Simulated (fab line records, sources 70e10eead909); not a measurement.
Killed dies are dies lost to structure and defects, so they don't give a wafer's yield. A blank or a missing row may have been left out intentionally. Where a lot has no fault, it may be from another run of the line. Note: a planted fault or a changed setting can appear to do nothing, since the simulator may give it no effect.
Chamber matching || flow nand-harc || NHARC_P_M0_STRIP_18 on rie-diel-11: 4 sister chambers
The step strips in N2/H2. 8 wafers are shown with their chamber, then 7 later ones without.

## WAFERS, EACH WITH ITS CHAMBER
{"wafer": "L761.5", "chamber": 3, "showerhead-plenum-p-Torr (Torr)": 2.06, "oes-product-au (a.u.)": 0.983}
{"wafer": "L766.3", "chamber": 1, "showerhead-plenum-p-Torr (Torr)": 1.89, "oes-product-au (a.u.)": 0.987}
{"wafer": "L766.6", "chamber": 2, "showerhead-plenum-p-Torr (Torr)": 1.95, "oes-product-au (a.u.)": 0.982}
{"wafer": "L767.2", "chamber": 0, "showerhead-plenum-p-Torr (Torr)": 1.88, "oes-product-au (a.u.)": 1.002}
{"wafer": "L767.3", "chamber": 2, "showerhead-plenum-p-Torr (Torr)": 1.95, "oes-product-au (a.u.)": 0.967}
{"wafer": "L767.4", "chamber": 1, "showerhead-plenum-p-Torr (Torr)": 1.89, "oes-product-au (a.u.)": 1.000}
{"wafer": "L770.4", "chamber": 3, "showerhead-plenum-p-Torr (Torr)": 2.05, "oes-product-au (a.u.)": 0.990}
{"wafer": "L770.5", "chamber": 0, "showerhead-plenum-p-Torr (Torr)": 1.88, "oes-product-au (a.u.)": 1.012}

## WAFERS WITH NO CHAMBER GIVEN
{"wafer": "L770.6", "showerhead-plenum-p-Torr (Torr)": 1.89, "oes-product-au (a.u.)": 0.990}
{"wafer": "L779.2", "showerhead-plenum-p-Torr (Torr)": 1.94, "oes-product-au (a.u.)": 0.976}
{"wafer": "L779.5", "showerhead-plenum-p-Torr (Torr)": 1.94, "oes-product-au (a.u.)": 0.994}
{"wafer": "L779.6", "showerhead-plenum-p-Torr (Torr)": 2.05, "oes-product-au (a.u.)": 0.993}
{"wafer": "L780.1", "showerhead-plenum-p-Torr (Torr)": 2.05, "oes-product-au (a.u.)": 0.993}
{"wafer": "L780.3", "showerhead-plenum-p-Torr (Torr)": 1.94, "oes-product-au (a.u.)": 0.986}
{"wafer": "L780.6", "showerhead-plenum-p-Torr (Torr)": 1.88, "oes-product-au (a.u.)": 0.997}

## CHAMBER TAKEN BY EACH
{"wafer": "L770.6", "from the rows above": 1, "in truth": 1}
{"wafer": "L779.2", "from the rows above": 2, "in truth": 2}
{"wafer": "L779.5", "from the rows above": 2, "in truth": 2}
{"wafer": "L779.6", "from the rows above": 3, "in truth": 3}
{"wafer": "L780.1", "from the rows above": 3, "in truth": 3}
{"wafer": "L780.3", "from the rows above": 2, "in truth": 2}
{"wafer": "L780.6", "from the rows above": "can't be placed: 0 or 1", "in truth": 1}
Correctly placed: 6 of 7. Can't be placed from these rows: 1 (the true chamber is among the candidates in 1). Number placed wrongly: 0.
How it was worked out, from the rows above alone: a wafer's distance from a chamber is the root of the sum, over the readings, of the square of ((its reading less the chamber's mean) divided by the reading's scatter). If the next closest chamber is less than 2 further off than the closest, the wafer can't be placed; otherwise it belongs to the closest. Each chamber's mean is taken over the wafers shown for it. How the scatter is found: for the shown wafers, subtract from each reading the mean of its chamber, square and add these, divide the total by (wafers less chambers), then take the root.
